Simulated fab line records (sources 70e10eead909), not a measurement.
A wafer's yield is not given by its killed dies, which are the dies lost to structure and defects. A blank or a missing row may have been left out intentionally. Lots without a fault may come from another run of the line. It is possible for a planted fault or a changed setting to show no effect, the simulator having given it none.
Matching of chambers ; flow nandHarc ; rieDiel-13 running NHARC_P_GATE_DESCUM_61: 4 sister chambers
The step chemistry O2, time 3 s. 14 wafers are shown with their chamber, then 7 later ones without.

WAFERS, EACH WITH ITS CHAMBER
wafer;chamber;showerheadPlenumPTorr (Torr);oesProductAu (a.u.);throttleValvePct (%)
L374.1;0;1.84;1.019;11.313
L374.5;1;2.02;1.003;11.314
L374.6;2;1.78;0.994;11.294
L373.2;1;2.02;1.006;11.321
L373.4;3;1.78;1.007;11.323
L373.5;3;1.78;1.006;11.302
L377.1;3;1.77;1.016;11.319
L377.3;1;2.01;0.994;11.305
L377.6;1;2.01;0.999;11.300
L378.2;1;2.02;0.990;11.318
L378.4;2;1.78;0.989;11.307
L378.6;0;1.84;1.015;11.305
L379.1;1;2.01;0.996;11.302
L379.4;0;1.84;1.019;11.309

SIGNATURES (averages over the wafers above)
reading;chamber 0;chamber 1;chamber 2;chamber 3;scatter within a chamber
showerheadPlenumPTorr;1.8400;2.0150;1.7800;1.7767;0.00465
oesProductAu;1.01767;0.99800;0.99150;1.00967;0.00508
throttleValvePct;11.30900;11.31000;11.30050;11.31467;0.00869
Rule: for a wafer and a chamber, the distance is found by dividing, reading by reading, the gap between the wafer's reading and the chamber's mean by the reading's scatter, squaring, summing and taking the root. The wafer belongs to the nearest chamber; if the next one is less than 2 further off, it can't be placed. The scatter: take each reading less its chamber's mean, square it, sum over the shown wafers, divide by the number of wafers less the number of chambers, and take the root.

WAFERS MISSING THEIR CHAMBER
wafer;showerheadPlenumPTorr (Torr);oesProductAu (a.u.);throttleValvePct (%)
L379.5;1.84;1.016;11.334
L384.2;2.01;0.994;11.312
L384.3;1.78;0.988;11.323
L384.6;1.77;1.011;11.311
L380.1;1.84;1.010;11.310
L380.2;1.77;1.012;11.305
L380.4;2.01;0.998;11.304

WHICH CHAMBER EACH WENT THROUGH
wafer;from the rows above;in truth
L379.5;0;0
L384.2;1;1
L384.3;can't be placed: 2 or 3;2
L384.6;3;3
L380.1;0;0
L380.2;3;3
L380.4;1;1
6 of 7 placed correctly. These rows do not allow placing 1 (true chamber among the candidates in 1). Placed wrongly: 0.
